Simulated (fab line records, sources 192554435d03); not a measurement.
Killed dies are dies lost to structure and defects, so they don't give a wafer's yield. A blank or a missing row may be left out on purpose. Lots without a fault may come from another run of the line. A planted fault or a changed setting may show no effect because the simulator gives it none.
A struck lot beside a sound one | flow n5_finfet | 37 steps out of a route of 1938
Sound: wafers L104.1, L104.5, L104.6. Struck: wafers L108.2, L108.3, L108.6. The cause comes at the end.
At each step with rows: each side's tool, then ch and its chambers, then its first start. Under that, the readings that differ: sound wafers | struck wafers | difference of the means | sigmas: that difference in standard deviations of wafers without a fault.
alike: readings whose means differ by less than 2 such deviations, and words and numbers that are the same on both sides. not compared: withheld readings, readings that some wafer has no value for, bounds like >300 that may hide the same value, and numbers for which the record gives no deviation and whose values overlap.
The two part at a step that has a row with sigmas, a row that says differs or no value, or rows on one side only. Numbers that don't overlap but have no deviation are shown without sigmas and don't part them. A reading that every wafer of one side lacks parts them only if that side has two wafers or more.

first, 9 steps without rows for these wafers: N5_WELL_APT_COAT_02 (resist thk 950 nm); N5_WELL_APT_EBR_04; N5_WELL_APT_SOFTBAKE_03 (time 60 s); N5_WELL_APT_EXPOSE_05 (exposes mask NWELL, defocus 0 nm, target cd 200 nm); N5_WELL_APT_PEB_06 (peb time 90 s); N5_WELL_APT_DEVELOP_07 (develop time 45 s); N5_WELL_APT_HARDBAKE_12 (time 120 s); N5_WELL_APT_DESCUM_13 (chemistry O2, time 7.9 s); N5_WELL_APT_IMPLANT_14.
N5_WELL_APT_IMPLANT_15:
  sound on implanter-02 ch 0, day 6 09:05; struck on implanter-02 ch 0, day 7 08:05
  reading                   | sound             | struck            | difference | sigmas
  model.implant.rp_nm (nm)  | 18.9 18.9 18.9    | 32.31 32.31 32.31 | +13.41     |
  model.implant.drp_nm (nm) | 8.457 8.457 8.457 | 14.87 14.87 14.87 | +6.41      |
  alike: beam_on_s
then, 25 steps without rows for these wafers: N5_WELL_APT_STRIP_16 (strips in SPM, time 900 s); N5_WELL_APT_HMDS_18 (time 60 s); N5_WELL_APT_COAT_19 (resist thk 950 nm); N5_WELL_APT_EBR_21; N5_WELL_APT_SOFTBAKE_20 (time 60 s); N5_WELL_APT_EXPOSE_22 (exposes mask PWELL, defocus 0 nm, target cd 200 nm); N5_WELL_APT_PEB_23 (peb time 90 s); N5_WELL_APT_DEVELOP_24 (develop time 45 s); N5_WELL_APT_HARDBAKE_29 (time 120 s); N5_WELL_APT_DESCUM_30 (chemistry O2, time 7.9 s); N5_WELL_APT_IMPLANT_31; N5_WELL_APT_IMPLANT_32; N5_WELL_APT_STRIP_33 (strips in SPM, time 900 s); N5_WELL_APT_RTA_34 (time 10 s); N5_WELL_APT_OXIDE_STRIP_42 (strips SiO2 in dHF, time 45 s, target depth 12 nm); N5_WELL_APT_PRECLEAN_36 (cleans in O3/DIW, time 45 s); N5_WELL_APT_PRECLEAN_39 (cleans in dHF, time 60 s); N5_WELL_APT_SRD_37 (time 30 s); N5_WELL_APT_EPI_41 (deposits Si from SiH4/H2, target thk 50 nm, time 297.7 s); N5_PMOS_HMC_CHANNEL_EPI_HM_DEP_34 (deposits SiO2 from TEOS/O2, target thk 36 nm, time 6.9 s); N5_PMOS_HMC_CHANNEL_EPI_COAT_31 (time 60 s, resist thk 66 nm); N5_PMOS_HMC_CHANNEL_EPI_COAT_03 (resist thk 205 nm); N5_PMOS_HMC_CHANNEL_EPI_EBR_05; N5_PMOS_HMC_CHANNEL_EPI_SOFTBAKE_04 (time 60 s); N5_PMOS_HMC_CHANNEL_EPI_EXPOSE_06 (exposes mask PMOS HMC BLK, target cd 240 nm).
-- the record jumps here: 8 days lie between the struck wafers' starts before and after (it left off in module PMOS_HMC_CHANNEL_EPI and takes up again in module BEOL_M4, whose first step shown is number 1111 of the route) --
N5_BEOL_M4_RC_MEAS_101:
  sound on prober-02 ch 0, day 13 08:35; struck on prober-01 ch 0, day 14 20:13
  reading           | sound          | struck         | difference | sigmas
  CJ_P              | 6.15 5.68 6.07 | 3.90 4.03 4.11 | -1.95      | -10
  RS_NWELL (ohm/sq) | 1033 1041 1042 | 1022 1017 1032 | -15        | -2
  SS_P (mV/dec)     | 73.9 73.3 73.0 | 75.2 74.6 75.0 | +1.5       | +2
  alike: DIBL_N, DIBL_P, IOFF_N, IOFF_P, ION_N, ION_P, SS_N, VT_N, VT_P
N5_PASSIVATION_PROBE_49:
  the record has rows for the sound wafers here (prober-01, day 18 06:53) and none for the struck ones

WHERE THEY PART
First at N5_BEOL_M4_RC_MEAS_101; last, within this record, at N5_PASSIVATION_PROBE_49.

WHY: what the simulator had put in
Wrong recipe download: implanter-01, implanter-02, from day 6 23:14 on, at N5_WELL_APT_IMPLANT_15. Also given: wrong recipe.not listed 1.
